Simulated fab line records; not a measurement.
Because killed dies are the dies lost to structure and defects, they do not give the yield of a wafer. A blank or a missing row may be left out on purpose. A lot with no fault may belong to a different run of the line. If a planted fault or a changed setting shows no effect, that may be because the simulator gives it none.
Which tool was responsible? || flow nand harc || Sampling: 11 lots, 33 wafers, 6 of 1159 route steps

## WHAT EACH GAUGE READ, for each wafer
NHARC_END_SORT_01. Usual: defect limited yield 95.1 %, standard deviation 1.6; killed at array 29, standard deviation 11; killed at other 0.6, standard deviation 0.92; killed at periphery 3.2, standard deviation 2; killed dies 33, standard deviation 11; killed open 3.2, standard deviation 2; killed short 1.9, standard deviation 1.5; sort_bin_2_pct 1.6 %, standard deviation 0.67; sort_bin_3_pct 0.26 %, standard deviation 0.22; sort_bin_4_pct 3.1 %, standard deviation 1.1; sort n pass 644, standard deviation 11; sort rim yield pct 96.3 %, standard deviation 2.5; sort yield pct 95.1 %, standard deviation 1.6.
{"lot": "L435", "measured": "day 21 13:43", "on": "prober-02", "defect limited yield (%)": "97.0 96.6 98.1", "killed at array": "17 21 9", "killed at other": "0 1 0", "killed at periphery": "3 1 4", "killed dies": "20 23 13", "killed open": "2 4 0", "killed short": "4 3 3", "sort_bin_2_pct (%)": "0.7 0.7 1.2", "sort_bin_3_pct (%)": "0.30 0.59 0", "sort_bin_4_pct (%)": "1.9 2.1 0.7", "sort n pass": "657 654 664", "sort rim yield pct (%)": "97.2 98.1 97.2", "sort yield pct (%)": "97.0 96.6 98.1", "flag": ""}
{"lot": "L439", "measured": "day 22 07:37", "on": "prober-01", "defect limited yield (%)": "92.5 93.1 94.7", "killed at array": "45 45 35", "killed at other": "0 0 0", "killed at periphery": "6 2 1", "killed dies": "51 47 36", "killed open": "4 2 7", "killed short": "1 3 1", "sort_bin_2_pct (%)": "2.7 2.8 1.3", "sort_bin_3_pct (%)": "0.30 0.30 0.30", "sort_bin_4_pct (%)": "4.6 3.8 3.7", "sort n pass": "626 630 641", "sort rim yield pct (%)": "93.4 97.2 97.2", "sort yield pct (%)": "92.5 93.1 94.7", "flag": ""}
{"lot": "L441", "measured": "day 22 17:02", "on": "prober-02", "defect limited yield (%)": "93.4 93.5 92.2", "killed at array": "42 40 49", "killed at other": "0 0 0", "killed at periphery": "3 4 4", "killed dies": "45 44 53", "killed open": "1 5 5", "killed short": "1 3 4", "sort_bin_2_pct (%)": "2.2 2.7 1.8", "sort_bin_3_pct (%)": "0.59 0 0.44", "sort_bin_4_pct (%)": "3.8 3.8 5.6", "sort n pass": "632 633 624", "sort rim yield pct (%)": "97.2 93.4 94.3", "sort yield pct (%)": "93.4 93.5 92.2", "flag": ""}
{"lot": "L447", "measured": "day 24 20:20", "on": "prober-01", "defect limited yield (%)": "97.2 95.3 95.3", "killed at array": "18 29 28", "killed at other": "0 0 0", "killed at periphery": "1 3 4", "killed dies": "19 32 32", "killed open": "3 2 6", "killed short": "0 2 2", "sort_bin_2_pct (%)": "0.9 0.7 1.6", "sort_bin_3_pct (%)": "0.30 0.74 0.15", "sort_bin_4_pct (%)": "1.6 3.2 3.0", "sort n pass": "658 645 645", "sort rim yield pct (%)": "97.2 99.1 95.3", "sort yield pct (%)": "97.2 95.3 95.3", "flag": ""}

## WHICH TOOL RAN EACH LOT (tool, then ch and the chambers of the sampled wafers, then the start)
{"lot": "L427", "NHARC_P_M2_STRIP_18": "rie diel-11 ch 0,1, day 6 14:35", "NHARC_P_M2_ETCH_28": "rie diel-11 ch 1,2,3, day 6 15:35 or earlier", "NHARC_P_M2_ECD_22": "ecd cu-02 ch 0,1, day 6 15:35", "NHARC_P_M2_ANNEAL_31": "rtp anneal-01 ch 0, day 6 15:58", "NHARC_P_M2_CMP_23": "cmp-03 ch 0,1, day 6 16:20"}
{"lot": "L428", "NHARC_P_M2_STRIP_18": "rie diel-06 ch 0,1, day 6 15:29", "NHARC_P_M2_ETCH_28": "rie diel-06 ch 0,2,3, day 6 16:32 or earlier", "NHARC_P_M2_ECD_22": "ecd cu-02 ch 0, day 6 16:32", "NHARC_P_M2_ANNEAL_31": "rtp anneal-01 ch 0, day 6 16:55", "NHARC_P_M2_CMP_23": "cmp-02 ch 0,2, day 6 17:14"}
{"lot": "L430", "NHARC_P_M2_STRIP_18": "rie diel-06 ch 1,2, day 7 06:58", "NHARC_P_M2_ETCH_28": "rie diel-06 ch 1,2, day 7 08:10 or earlier", "NHARC_P_M2_ECD_22": "ecd cu-02 ch 0,1, day 7 08:10", "NHARC_P_M2_ANNEAL_31": "rtp anneal-01 ch 0, day 7 09:31", "NHARC_P_M2_CMP_23": "cmp-04 ch 1,2,3, day 7 09:51"}
{"lot": "L431", "NHARC_P_M2_STRIP_18": "rie diel-06 ch 0,1,2, day 7 13:01", "NHARC_P_M2_ETCH_28": "rie diel-06 ch 0,1,2, day 7 14:12 or earlier", "NHARC_P_M2_ECD_22": "ecd cu-01 ch 0,1, day 7 14:12", "NHARC_P_M2_ANNEAL_31": "rtp anneal-01 ch 0, day 7 14:39", "NHARC_P_M2_CMP_23": "cmp-02 ch 0,1,3, day 7 15:02"}
{"lot": "L435", "NHARC_P_M2_STRIP_18": "rie diel-06 ch 0,2,3, day 8 09:37", "NHARC_P_M2_ETCH_28": "rie diel-06 ch 0,1,2, day 8 10:38 or earlier", "NHARC_P_M2_ECD_22": "ecd cu-02 ch 0,1, day 8 10:38", "NHARC_P_M2_ANNEAL_31": "rtp anneal-02 ch 0, day 8 11:04", "NHARC_P_M2_CMP_23": "cmp-04 ch 0,2,3, day 8 11:23"}
{"lot": "L439", "NHARC_P_M2_STRIP_18": "rie diel-06 ch 0,1, day 9 18:04", "NHARC_P_M2_ETCH_28": "rie diel-06 ch 0,1, day 9 19:13 or earlier", "NHARC_P_M2_ECD_22": "ecd cu-01 ch 0,1, day 9 19:13", "NHARC_P_M2_ANNEAL_31": "rtp anneal-02 ch 0, day 9 20:11", "NHARC_P_M2_CMP_23": "cmp-04 ch 0,2,3, day 9 20:31"}
{"lot": "L441", "NHARC_P_M2_STRIP_18": "rie diel-02 ch 0,2,3, day 10 06:28", "NHARC_P_M2_ETCH_28": "rie diel-02 ch 0,2, day 10 07:34 or earlier", "NHARC_P_M2_ECD_22": "ecd cu-02 ch 0,1, day 10 07:34", "NHARC_P_M2_ANNEAL_31": "rtp anneal-02 ch 0, day 10 07:58", "NHARC_P_M2_CMP_23": "cmp-02 ch 0,1,3, day 10 08:16"}
{"lot": "L446", "NHARC_P_M2_STRIP_18": "rie diel-06 ch 0,1,2, day 10 19:27", "NHARC_P_M2_ETCH_28": "rie diel-06 ch 1,2, day 10 20:36 or earlier", "NHARC_P_M2_ECD_22": "ecd cu-02 ch 1, day 10 20:36", "NHARC_P_M2_ANNEAL_31": "rtp anneal-02 ch 0, day 10 21:04", "NHARC_P_M2_CMP_23": "cmp-04 ch 0,3, day 10 21:25"}
{"lot": "L444", "NHARC_P_M2_STRIP_18": "rie diel-02 ch 0,1,3, day 11 04:23", "NHARC_P_M2_ETCH_28": "rie diel-02 ch 1,2,3, day 11 05:24 or earlier", "NHARC_P_M2_ECD_22": "ecd cu-01 ch 0,1, day 11 05:24", "NHARC_P_M2_ANNEAL_31": "rtp anneal-02 ch 0, day 11 05:47", "NHARC_P_M2_CMP_23": "cmp-03 ch 0,2, day 11 06:07"}
{"lot": "L448", "NHARC_P_M2_STRIP_18": "rie diel-06 ch 0, day 11 13:51", "NHARC_P_M2_ETCH_28": "rie diel-06 ch 0, day 11 14:33", "NHARC_P_M2_ECD_22": "ecd cu-02 ch 0,1, day 11 15:29", "NHARC_P_M2_ANNEAL_31": "rtp anneal-01 ch 0, day 11 15:49", "NHARC_P_M2_CMP_23": "cmp-02 ch 0,1,3, day 11 16:09"}
{"lot": "L447", "NHARC_P_M2_STRIP_18": "rie diel-02 ch 1,2,3, day 11 14:40", "NHARC_P_M2_ETCH_28": "rie diel-02 ch 0,2,3, day 11 15:47 or earlier", "NHARC_P_M2_ECD_22": "ecd cu-02 ch 0,1, day 11 15:47", "NHARC_P_M2_ANNEAL_31": "rtp anneal-02 ch 0, day 11 16:17", "NHARC_P_M2_CMP_23": "cmp-02 ch 0,1,2, day 11 16:34"}
- NHARC_P_M2_STRIP_18: strips in N2/H2.
- NHARC_P_M2_ETCH_28: etches the open film in CF4/N2, target depth 30 nm, time 72.99 s.
- NHARC_P_M2_ECD_22: material Cu, target thk 400 nm.
- NHARC_P_M2_ANNEAL_31: time 90 s.
- NHARC_P_M2_CMP_23: polishes, t overpolish 20 s, target thk 144.3 nm.

## WHAT THE TOOLS THEMSELVES READ (means of the sampled wafers that have a number; where no wafer has one, the mark that the record gives instead)
NHARC_P_M2_STRIP_18. Usual: for drypump motor current A, 6.0 A with a standard deviation of 0.45; for h2 flow sccm, 150.0 sccm with a standard deviation of 0.47; for mfc ar sccm, 0.005 sccm with a standard deviation of 0.0086; for oes product au, 0.998 a.u. with a standard deviation of 0.0077; for rf vpp V, 91.2 V with a standard deviation of 0.86; for showerhead plenum p Torr, 2.12 Torr with a standard deviation of 0.064; for throttle valve pct, 14.173 % with a standard deviation of 0.0091.
{"lot": "L427", "tool": "rie diel-11", "drypump motor current A (A)": 6.0, "h2 flow sccm (sccm)": 149.8, "mfc ar sccm (sccm)": 0.011, "oes product au (a.u.)": 1.010, "rf vpp V (V)": 89.9, "showerhead plenum p Torr (Torr)": 1.94, "throttle valve pct (%)": 14.174, "flag": ""}
{"lot": "L428", "tool": "rie diel-06", "drypump motor current A (A)": 6.1, "h2 flow sccm (sccm)": 149.8, "mfc ar sccm (sccm)": 0.008, "oes product au (a.u.)": 0.999, "rf vpp V (V)": 91.3, "showerhead plenum p Torr (Torr)": 2.16, "throttle valve pct (%)": 14.164, "flag": ""}
{"lot": "L430", "tool": "rie diel-06", "drypump motor current A (A)": 6.3, "h2 flow sccm (sccm)": 150.1, "mfc ar sccm (sccm)": 0.000, "oes product au (a.u.)": 0.994, "rf vpp V (V)": 91.6, "showerhead plenum p Torr (Torr)": 2.13, "throttle valve pct (%)": 14.171, "flag": ""}
{"lot": "L431", "tool": "rie diel-06", "drypump motor current A (A)": 6.2, "h2 flow sccm (sccm)": 150.5, "mfc ar sccm (sccm)": 0.004, "oes product au (a.u.)": 1.006, "rf vpp V (V)": 90.9, "showerhead plenum p Torr (Torr)": 2.13, "throttle valve pct (%)": 14.172, "flag": ""}
{"lot": "L435", "tool": "rie diel-06", "drypump motor current A (A)": 5.9, "h2 flow sccm (sccm)": 149.8, "mfc ar sccm (sccm)": 0.004, "oes product au (a.u.)": 0.998, "rf vpp V (V)": 91.8, "showerhead plenum p Torr (Torr)": 2.12, "throttle valve pct (%)": 14.170, "flag": ""}
{"lot": "L439", "tool": "rie diel-06", "drypump motor current A (A)": 6.3, "h2 flow sccm (sccm)": 149.6, "mfc ar sccm (sccm)": 0.004, "oes product au (a.u.)": 1.002, "rf vpp V (V)": 91.8, "showerhead plenum p Torr (Torr)": 2.16, "throttle valve pct (%)": 14.174, "flag": ""}
{"lot": "L441", "tool": "rie diel-02", "drypump motor current A (A)": 5.9, "h2 flow sccm (sccm)": 149.8, "mfc ar sccm (sccm)": 0.011, "oes product au (a.u.)": 0.995, "rf vpp V (V)": 91.0, "showerhead plenum p Torr (Torr)": 2.07, "throttle valve pct (%)": 14.174, "flag": ""}
{"lot": "L446", "tool": "rie diel-06", "drypump motor current A (A)": 6.1, "h2 flow sccm (sccm)": 149.8, "mfc ar sccm (sccm)": 0.004, "oes product au (a.u.)": 0.996, "rf vpp V (V)": 91.2, "showerhead plenum p Torr (Torr)": 2.13, "throttle valve pct (%)": 14.168, "flag": ""}
{"lot": "L444", "tool": "rie diel-02", "drypump motor current A (A)": 5.7, "h2 flow sccm (sccm)": 149.8, "mfc ar sccm (sccm)": 0.011, "oes product au (a.u.)": 0.994, "rf vpp V (V)": 91.3, "showerhead plenum p Torr (Torr)": 2.13, "throttle valve pct (%)": 14.179, "flag": ""}
{"lot": "L448", "tool": "rie diel-06", "drypump motor current A (A)": 5.8, "h2 flow sccm (sccm)": 150.4, "mfc ar sccm (sccm)": 0.012, "oes product au (a.u.)": 0.999, "rf vpp V (V)": 91.6, "showerhead plenum p Torr (Torr)": 2.16, "throttle valve pct (%)": 14.185, "flag": ""}
{"lot": "L447", "tool": "rie diel-02", "drypump motor current A (A)": 5.4, "h2 flow sccm (sccm)": 149.3, "mfc ar sccm (sccm)": 0.011, "oes product au (a.u.)": 1.005, "rf vpp V (V)": 91.0, "showerhead plenum p Torr (Torr)": 2.05, "throttle valve pct (%)": 14.171, "flag": ""}

NHARC_P_M2_ETCH_28. Usual: drypump motor current A 6.0 A, standard deviation 0.45; mfc ar sccm 150.0 sccm, standard deviation 0.4; oes product au 0.998 a.u., standard deviation 0.0073; rf vpp V 315.6 V, standard deviation 1.7; showerhead plenum p Torr 2.71 Torr, standard deviation 0.091; throttle valve pct 19.794 %, standard deviation 0.0092.
{"lot": "L427", "tool": "rie diel-11", "drypump motor current A (A)": 5.7, "mfc ar sccm (sccm)": 150.0, "oes product au (a.u.)": 1.010, "rf vpp V (V)": 315.6, "showerhead plenum p Torr (Torr)": 2.70, "throttle valve pct (%)": 19.788, "flag": ""}
{"lot": "L428", "tool": "rie diel-06", "drypump motor current A (A)": 5.9, "mfc ar sccm (sccm)": 150.1, "oes product au (a.u.)": 1.000, "rf vpp V (V)": 316.3, "showerhead plenum p Torr (Torr)": 2.72, "throttle valve pct (%)": 19.799, "flag": ""}
{"lot": "L430", "tool": "rie diel-06", "drypump motor current A (A)": 6.4, "mfc ar sccm (sccm)": 150.4, "oes product au (a.u.)": 1.001, "rf vpp V (V)": 315.6, "showerhead plenum p Torr (Torr)": 2.73, "throttle valve pct (%)": 19.794, "flag": ""}
{"lot": "L431", "tool": "rie diel-06", "drypump motor current A (A)": 6.2, "mfc ar sccm (sccm)": 149.8, "oes product au (a.u.)": 1.002, "rf vpp V (V)": 315.8, "showerhead plenum p Torr (Torr)": 2.73, "throttle valve pct (%)": 19.794, "flag": ""}
{"lot": "L435", "tool": "rie diel-06", "drypump motor current A (A)": 6.1, "mfc ar sccm (sccm)": 150.0, "oes product au (a.u.)": 0.999, "rf vpp V (V)": 315.4, "showerhead plenum p Torr (Torr)": 2.73, "throttle valve pct (%)": 19.791, "flag": ""}
{"lot": "L439", "tool": "rie diel-06", "drypump motor current A (A)": 6.0, "mfc ar sccm (sccm)": 150.2, "oes product au (a.u.)": 0.995, "rf vpp V (V)": 316.5, "showerhead plenum p Torr (Torr)": 2.76, "throttle valve pct (%)": 19.799, "flag": ""}
{"lot": "L441", "tool": "rie diel-02", "drypump motor current A (A)": 5.8, "mfc ar sccm (sccm)": 150.0, "oes product au (a.u.)": 1.010, "rf vpp V (V)": 313.6, "showerhead plenum p Torr (Torr)": 2.57, "throttle valve pct (%)": 19.800, "flag": ""}
{"lot": "L446", "tool": "rie diel-06", "drypump motor current A (A)": 6.4, "mfc ar sccm (sccm)": 149.7, "oes product au (a.u.)": 0.997, "rf vpp V (V)": 314.9, "showerhead plenum p Torr (Torr)": 2.73, "throttle valve pct (%)": 19.788, "flag": ""}
{"lot": "L444", "tool": "rie diel-02", "drypump motor current A (A)": 5.4, "mfc ar sccm (sccm)": 149.5, "oes product au (a.u.)": 0.998, "rf vpp V (V)": 314.8, "showerhead plenum p Torr (Torr)": 2.63, "throttle valve pct (%)": 19.807, "flag": ""}
{"lot": "L448", "tool": "rie diel-06", "drypump motor current A (A)": 5.8, "mfc ar sccm (sccm)": 150.3, "oes product au (a.u.)": 0.994, "rf vpp V (V)": 315.8, "showerhead plenum p Torr (Torr)": 2.76, "throttle valve pct (%)": 19.791, "flag": ""}
{"lot": "L447", "tool": "rie diel-02", "drypump motor current A (A)": 5.9, "mfc ar sccm (sccm)": 150.1, "oes product au (a.u.)": 1.002, "rf vpp V (V)": 315.0, "showerhead plenum p Torr (Torr)": 2.66, "throttle valve pct (%)": 19.802, "flag": ""}

NHARC_P_M2_ANNEAL_31. Usual: wafer_temp_C_max 226.3, standard deviation 0.41.
{"lot": "L427", "tool": "rtp anneal-01", "wafer_temp_C_max": 225.9, "flag": ""}
{"lot": "L428", "tool": "rtp anneal-01", "wafer_temp_C_max": 226.0, "flag": ""}
{"lot": "L430", "tool": "rtp anneal-01", "wafer_temp_C_max": 225.9, "flag": ""}
{"lot": "L431", "tool": "rtp anneal-01", "wafer_temp_C_max": 226.1, "flag": ""}
{"lot": "L435", "tool": "rtp anneal-02", "wafer_temp_C_max": 226.6, "flag": ""}
{"lot": "L439", "tool": "rtp anneal-02", "wafer_temp_C_max": 226.8, "flag": ""}
{"lot": "L441", "tool": "rtp anneal-02", "wafer_temp_C_max": 226.8, "flag": ""}
{"lot": "L446", "tool": "rtp anneal-02", "wafer_temp_C_max": 226.6, "flag": ""}
{"lot": "L444", "tool": "rtp anneal-02", "wafer_temp_C_max": 226.5, "flag": ""}
{"lot": "L448", "tool": "rtp anneal-01", "wafer_temp_C_max": 226.1, "flag": ""}
{"lot": "L447", "tool": "rtp anneal-02", "wafer_temp_C_max": 226.5, "flag": ""}

NHARC_P_M2_CMP_23. Usual: motor current A 12.2 A, standard deviation 1.1; time to endpoint s 29.1 s, standard deviation 2.4.
{"lot": "L427", "tool": "cmp-03", "motor current A (A)": 11.5, "time to endpoint s (s)": 31.1, "flag": ""}
{"lot": "L428", "tool": "cmp-02", "motor current A (A)": 12.4, "time to endpoint s (s)": 32.5, "flag": ""}
{"lot": "L430", "tool": "cmp-04", "motor current A (A)": 12.3, "time to endpoint s (s)": 57.6, "flag": "OFF"}
{"lot": "L431", "tool": "cmp-02", "motor current A (A)": 12.0, "time to endpoint s (s)": 30.3, "flag": ""}
{"lot": "L435", "tool": "cmp-04", "motor current A (A)": 12.3, "time to endpoint s (s)": 28.8, "flag": ""}
{"lot": "L439", "tool": "cmp-04", "motor current A (A)": 12.6, "time to endpoint s (s)": 58.4, "flag": "OFF"}
{"lot": "L441", "tool": "cmp-02", "motor current A (A)": 12.6, "time to endpoint s (s)": 30.1, "flag": ""}
{"lot": "L446", "tool": "cmp-04", "motor current A (A)": 11.4, "time to endpoint s (s)": 26.7, "flag": ""}
{"lot": "L444", "tool": "cmp-03", "motor current A (A)": 12.4, "time to endpoint s (s)": 28.3, "flag": ""}
{"lot": "L448", "tool": "cmp-02", "motor current A (A)": 12.4, "time to endpoint s (s)": 31.3, "flag": ""}
{"lot": "L447", "tool": "cmp-02", "motor current A (A)": 12.3, "time to endpoint s (s)": 30.4, "flag": ""}

## THE ANSWER, worked out from the rows above alone
Rule: a lot is off if the mean of its wafers that have a number lies more than 3 standard deviations from the usual mean. Also off: a lot with no number at a reading for which 4 or more lots have one. Any other lot the step has rows for is counted as sound. After the gauges, taken in route order, come the tools' own readings; for these a lot's mean is taken, as printed above. At the first step where some lot is off, the reading lying furthest off is the one used; lots without a number count as furthest.
Off: L430, L439, at NHARC_P_M2_CMP_23 (time to endpoint s).
A tool fits if, at that step or a process step before it, it ran every lot that is off, and no sound lot after the first of them. NHARC_P_M2_ETCH_28: start missing for some lots; hours and lot order therefore follow NHARC_P_M2_ECD_22. None of those tried fits.

## WHAT THE SIMULATOR PUT IN
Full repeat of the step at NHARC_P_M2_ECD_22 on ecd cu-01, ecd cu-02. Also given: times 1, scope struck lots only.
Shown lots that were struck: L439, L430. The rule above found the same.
